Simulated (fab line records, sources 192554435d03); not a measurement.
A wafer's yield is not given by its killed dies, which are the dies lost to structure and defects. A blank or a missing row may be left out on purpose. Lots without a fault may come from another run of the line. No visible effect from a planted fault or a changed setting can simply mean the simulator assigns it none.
8D (eight disciplines) problem report, filled in by code ; flow n5_finfet ; the parts of the form that need people (team, actions taken, sign-off) are left out

== 1. WHAT IS WRONG ==
Wafers without a fault read 29.1 s, standard deviation 0.78; barrier_field_endpoint_s at N5_BEOL_M7_CMP_52 reads a mean of 16.6 s on 4 wafers belonging to 3 lots. Relative to the usual mean, that is a shift of -16 standard deviations.
The step: polishes, stops on SiCOH lowk, t overpolish 6.9 s, target thk 80 nm.
First seen on wafer L389.5, day 13 09:44, on cmp-04. The record has a number at this step for 34 wafers belonging to 12 lots. Rule for "out" (also "out of limits"): further than 4 standard deviations from the usual mean. The rest of the wafers with a number are treated as sound.

== 2. WHAT IT IS; WHAT IT IS NOT ==
question;is;is not
which readings at this step;barrier_field_endpoint_s, time_to_endpoint_s;motor_current_A, overpolish_run_s
which lots;L389, L391, L394;L375, L377, L378, L380, L381, L382, L388, L390, L392
which wafers of those lots;L389.5, L391.3, L391.5, L394.3;L389.1, L391.1, L394.4
read on which tools;cmp-04;cmp-01, cmp-02
when;from day 13 09:44;"up to then (25 sound wafers); but 5 sound wafers of L391, L392, L394 came after"

== 3. WHAT RULES OUT EACH SUSPECT ==
Counting: if a tool at a process step up to the reading ran every lot that is out, it stays a suspect. Sound lots after the first of them don't rule it out here, since some wafers of a struck lot are sound.
- cmp-04 at N5_BEOL_M7_CMP_52 (polishes, stops on SiCOH lowk, t overpolish 6.9 s, target thk 80 nm): kept. It ran every lot that is out, first L389 (day 13 09:44); its last sound lot up to then is L390 (day 13 06:38). Out on those wafers are its own readings of barrier_field_endpoint_s, time_to_endpoint_s.
The count leaves cmp-04 at N5_BEOL_M7_CMP_52.

== 4. THE CAUSE (what the simulator had put in) ==
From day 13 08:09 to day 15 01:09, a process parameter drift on cmp-04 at N5_BEOL_M7_CMP_52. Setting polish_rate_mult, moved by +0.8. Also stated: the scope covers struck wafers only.
Only this tool survived the counting.

== 5. SEQUENCE OF EFFECTS, ordered by route ==
Rows list readings where the struck wafers' mean (over those with a number) sits beyond 3 standard deviations from the usual. Scope: only readings with a usual standard deviation given in the record; hours: median across lots of the time from each lot's start at the first step in this table that gives one to its start at this step; sigmas: change in usual standard deviations.
hours;step;reading;usual;on struck wafers;change;sigmas
0;N5_BEOL_M7_CMP_52;barrier_field_endpoint_s;29.1 s;16.6;-12.6;-16
0;N5_BEOL_M7_CMP_52;time_to_endpoint_s;62 s;36;-26;-8.1
The process steps in it:
- N5_BEOL_M7_CMP_52: polishes, stops on SiCOH lowk, t overpolish 6.9 s, target thk 80 nm.
At these later measuring or inspecting steps, every struck wafer for which the step has a row has a number for every such reading, and none has moved that far: N5_BEOL_M8_THK_MEAS_01.

== 6. WHAT WOULD HAVE CAUGHT IT SOONER ==
2 hours passed between the start of the fault at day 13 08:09 and the first reading out of limits in this record, taken at day 13 09:44.
